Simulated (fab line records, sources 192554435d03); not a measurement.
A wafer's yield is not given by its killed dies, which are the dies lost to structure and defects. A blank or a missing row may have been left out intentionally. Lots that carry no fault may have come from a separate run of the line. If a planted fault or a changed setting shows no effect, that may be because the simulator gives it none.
Comparing a struck lot with a sound one	flow n5-finfet	35 out of 1938 route steps
Sound: these wafers, L713.1, L713.4, L713.6. Struck: wafers L716.1, L716.4 (left out: L716.5, a lot-mate that was not struck); the cause follows at the end.
For every step that has rows: the tool of each side, followed by ch and its chambers, followed by its first start. Under that, the readings that differ: sound wafers	struck wafers	difference of the means	sigmas: that difference in standard deviations of wafers without a fault.
alike: readings with means less than 2 such deviations apart, plus words and numbers identical on both sides. not compared: withheld readings, readings lacking a value on some wafer, bounds such as >300 that could conceal the same value, and numbers that have no deviation in the record and whose values overlap.
A row with sigmas, a row that says differs or no value, or rows on one side alone: a step with any of these is where the two part. Non-overlapping numbers with no deviation appear without sigmas and do not part them. A reading missing from all wafers of one side parts the sides only when that side holds two or more wafers.

first, 10 steps without rows for these wafers: N5_STI_FIN_REVEAL_PRECLEAN_18 (cleans in SC2, time 45 s); N5_STI_FIN_REVEAL_SRD_28 (time 30 s); N5_DUMMY_GATE_PRECLEAN_00 (cleans in O3/DIW, time 60 s); N5_DUMMY_GATE_SRD_01 (time 30 s); N5_DUMMY_GATE_ALD_02 (deposits SiO2, target thk 2 nm, pulse time 1 s); N5_DUMMY_GATE_CVD_03 (deposits a-Si from SiH4, target thk 150 nm, time 8042 s); N5_DUMMY_GATE_PRECLEAN_46 (cleans in DIW, time 89.5 s); N5_DUMMY_GATE_SRD_47 (dry time 32 s); N5_DUMMY_GATE_CMP_04 (polishes a-Si); N5_DUMMY_GATE_HM_DEP_06 (deposits SiNx from DCS/NH3, target thk 80 nm, time 5141 s).
N5_DUMMY_GATE_PECVD_30: deposits SiO2 from TEOS/O2, target thk 55 nm, time 10.8 s.
  sound on pecvd-04 ch 0,1, day 3 03:42; struck on pecvd-04 ch 0,2, day 3 21:20
reading	sound	struck	difference	sigmas
model.SiO2_of_DUMMY_GATE_PECVD_30.thk-nm (nm)	54.2 55.2 56.8	75.2 76.4	+20.4	
then, 22 steps without rows for these wafers: N5_DUMMY_GATE_COAT_34 (time 60 s, resist thk 60 nm); N5_DUMMY_GATE_COAT_35 (time 60 s, resist thk 10 nm); N5_DUMMY_GATE_COAT_28 (time 60 s, resist thk 10 nm); N5_DUMMY_GATE_COAT_09 (resist thk 30 nm); N5_DUMMY_GATE_EBR_11; N5_DUMMY_GATE_SOFTBAKE_10 (time 60 s); N5_DUMMY_GATE_EXPOSE_12 (exposes mask GATE, target cd 25 nm); N5_DUMMY_GATE_PEB_13 (peb time 60 s); N5_DUMMY_GATE_DEVELOP_14 (develop time 30 s); N5_DUMMY_GATE_DESCUM_20 (chemistry O2, time 6.2 s); N5_DUMMY_GATE_ETCH_29 (etches underlayer in N2/H2, target depth 13 nm); N5_DUMMY_GATE_ETCH_36 (etches SiARC in CF4, target depth 13 nm); N5_DUMMY_GATE_ETCH_37 (etches SOC in N2/H2, target depth 60 nm, overetch 30 nm); N5_DUMMY_GATE_STRIP_38 (strips in N2/H2); N5_DUMMY_GATE_STRIP_39 (strips in N2/H2); N5_DUMMY_GATE_TRIM_49 (chemistry O2, time 29 s, target cd 14 nm); N5_DUMMY_GATE_STRIP_40 (strips in CF4); N5_DUMMY_GATE_ETCH_31 (etches SiO2 in C4F6/O2, target depth 82.5 nm, time 27.5 s); N5_DUMMY_GATE_STRIP_41 (strips in O2); N5_DUMMY_GATE_HM_OPEN_21 (chemistry CH3F/O2, target SiNx, target depth 120 nm, time 171.4 s); N5_DUMMY_GATE_ETCH_32 (etches SiO2 in CF4, target depth 3.5 nm, time 3.9 s); N5_DUMMY_GATE_ETCH_23 (etches poly-Si in HBr/Cl2/O2, target depth 41 nm, time 22.3 s).
N5_DUMMY_GATE_ETCH_44: etches poly-Si in HBr/O2, stops on SiO2, target depth 127.5 nm.
  sound on rie-si-04 ch 0,1,3, day 3 05:02; struck on rie-si-01 ch 2,3, day 3 22:38
reading	sound	struck	difference	sigmas
model.SiO2_of_DUMMY_GATE_PECVD_30.thk-nm (nm)	36.8 38 40	58.2 59.2	+20.4	
  alike: drypump-motor-current-A, oes-product-au, throttle-valve-pct
  not compared: rf-hours-counter-h
following that, these wafers have no rows for 1 step: N5_PASSIVATION_PROBE_49.

## WHERE THEY PART
Nowhere in this record.

WHY: what the simulator had put in
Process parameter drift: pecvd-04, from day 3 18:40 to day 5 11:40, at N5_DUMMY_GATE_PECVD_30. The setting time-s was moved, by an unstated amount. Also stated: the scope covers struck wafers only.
